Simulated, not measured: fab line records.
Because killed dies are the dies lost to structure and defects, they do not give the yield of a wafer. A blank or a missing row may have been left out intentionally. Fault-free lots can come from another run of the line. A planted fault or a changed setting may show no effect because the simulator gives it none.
Matching of chambers || flow n5 finfet || N5_BEOL_M7_CURE_74 on uv cure-02 has 3 sister chambers
The step cures SiCOH lowk, time 240 s. 20 wafers are shown with their chamber, then 10 later ones without.

== WAFERS, EACH WITH ITS CHAMBER ==
{"wafer": "L076.1", "chamber": 2, "wafer_temp_C_max": 387.8, "lamp power pct (%)": 52.35}
{"wafer": "L076.5", "chamber": 2, "wafer_temp_C_max": 386.9, "lamp power pct (%)": 52.21}
{"wafer": "L076.6", "chamber": 2, "wafer_temp_C_max": 387.4, "lamp power pct (%)": 52.25}
{"wafer": "L079.3", "chamber": 1, "wafer_temp_C_max": 386.0, "lamp power pct (%)": 52.46}
{"wafer": "L079.4", "chamber": 1, "wafer_temp_C_max": 386.0, "lamp power pct (%)": 52.44}
{"wafer": "L079.6", "chamber": 1, "wafer_temp_C_max": 385.8, "lamp power pct (%)": 52.37}
{"wafer": "L077.2", "chamber": 0, "wafer_temp_C_max": 386.3, "lamp power pct (%)": 52.40}
{"wafer": "L077.3", "chamber": 0, "wafer_temp_C_max": 386.2, "lamp power pct (%)": 52.33}
{"wafer": "L077.6", "chamber": 0, "wafer_temp_C_max": 386.9, "lamp power pct (%)": 52.35}
{"wafer": "L080.1", "chamber": 2, "wafer_temp_C_max": 387.1, "lamp power pct (%)": 52.25}
{"wafer": "L080.2", "chamber": 2, "wafer_temp_C_max": 387.8, "lamp power pct (%)": 52.29}
{"wafer": "L080.6", "chamber": 2, "wafer_temp_C_max": 387.6, "lamp power pct (%)": 52.43}
{"wafer": "L082.1", "chamber": 1, "wafer_temp_C_max": 386.5, "lamp power pct (%)": 52.42}
{"wafer": "L082.2", "chamber": 1, "wafer_temp_C_max": 386.4, "lamp power pct (%)": 52.30}
{"wafer": "L082.6", "chamber": 1, "wafer_temp_C_max": 386.5, "lamp power pct (%)": 52.39}
{"wafer": "L084.1", "chamber": 2, "wafer_temp_C_max": 387.2, "lamp power pct (%)": 52.27}
{"wafer": "L084.2", "chamber": 2, "wafer_temp_C_max": 387.6, "lamp power pct (%)": 52.35}
{"wafer": "L084.5", "chamber": 2, "wafer_temp_C_max": 387.8, "lamp power pct (%)": 52.30}
{"wafer": "L086.1", "chamber": 2, "wafer_temp_C_max": 387.2, "lamp power pct (%)": 52.34}
{"wafer": "L086.4", "chamber": 2, "wafer_temp_C_max": 387.8, "lamp power pct (%)": 52.16}

SIGNATURES (means of the wafers above)
{"reading": "wafer_temp_C_max", "chamber 0": 386.467, "chamber 1": 386.200, "chamber 2": 387.473, "scatter within a chamber": 0.328}
{"reading": "lamp power pct", "chamber 0": 52.3600, "chamber 1": 52.3967, "chamber 2": 52.2909, "scatter within a chamber": 0.0666}
Rule: for a wafer and a chamber, the distance is found by dividing, reading by reading, the gap between the wafer's reading and the chamber's mean by the reading's scatter, squaring, summing and taking the root. If the next closest chamber is less than 2 further off than the closest, the wafer can't be placed; otherwise it belongs to the closest. The scatter: take each reading less its chamber's mean, square it, sum over the shown wafers, divide by the number of wafers less the number of chambers, and take the root.

== WAFERS WHOSE CHAMBER IS MISSING ==
{"wafer": "L086.5", "wafer_temp_C_max": 387.2, "lamp power pct (%)": 52.28}
{"wafer": "L083.1", "wafer_temp_C_max": 386.4, "lamp power pct (%)": 52.37}
{"wafer": "L083.3", "wafer_temp_C_max": 386.5, "lamp power pct (%)": 52.27}
{"wafer": "L083.5", "wafer_temp_C_max": 386.7, "lamp power pct (%)": 52.37}
{"wafer": "L088.1", "wafer_temp_C_max": 386.0, "lamp power pct (%)": 52.29}
{"wafer": "L088.2", "wafer_temp_C_max": 386.3, "lamp power pct (%)": 52.27}
{"wafer": "L088.5", "wafer_temp_C_max": 386.0, "lamp power pct (%)": 52.25}
{"wafer": "L095.2", "wafer_temp_C_max": 386.0, "lamp power pct (%)": 52.22}
{"wafer": "L095.5", "wafer_temp_C_max": 385.8, "lamp power pct (%)": 52.31}
{"wafer": "L095.6", "wafer_temp_C_max": 385.9, "lamp power pct (%)": 52.39}

== EACH ONE'S CHAMBER ==
{"wafer": "L086.5", "from the rows above": "can't be placed: 2 or 0", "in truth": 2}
{"wafer": "L083.1", "from the rows above": "can't be placed: 0 or 1", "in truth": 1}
{"wafer": "L083.3", "from the rows above": "can't be placed: 0 or 1 or 2", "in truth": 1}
{"wafer": "L083.5", "from the rows above": "can't be placed: 0 or 1 or 2", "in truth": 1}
{"wafer": "L088.1", "from the rows above": "can't be placed: 1 or 0", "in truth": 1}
{"wafer": "L088.2", "from the rows above": "can't be placed: 0 or 1", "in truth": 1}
{"wafer": "L088.5", "from the rows above": "can't be placed: 0 or 1", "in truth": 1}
{"wafer": "L095.2", "from the rows above": "can't be placed: 0 or 1", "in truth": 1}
{"wafer": "L095.5", "from the rows above": "can't be placed: 1 or 0", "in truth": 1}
{"wafer": "L095.6", "from the rows above": "can't be placed: 1 or 0", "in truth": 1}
0 of 10 placed correctly. Not placeable from these rows: 10 (in 10, the candidates include the true chamber). Placed wrongly: 0.
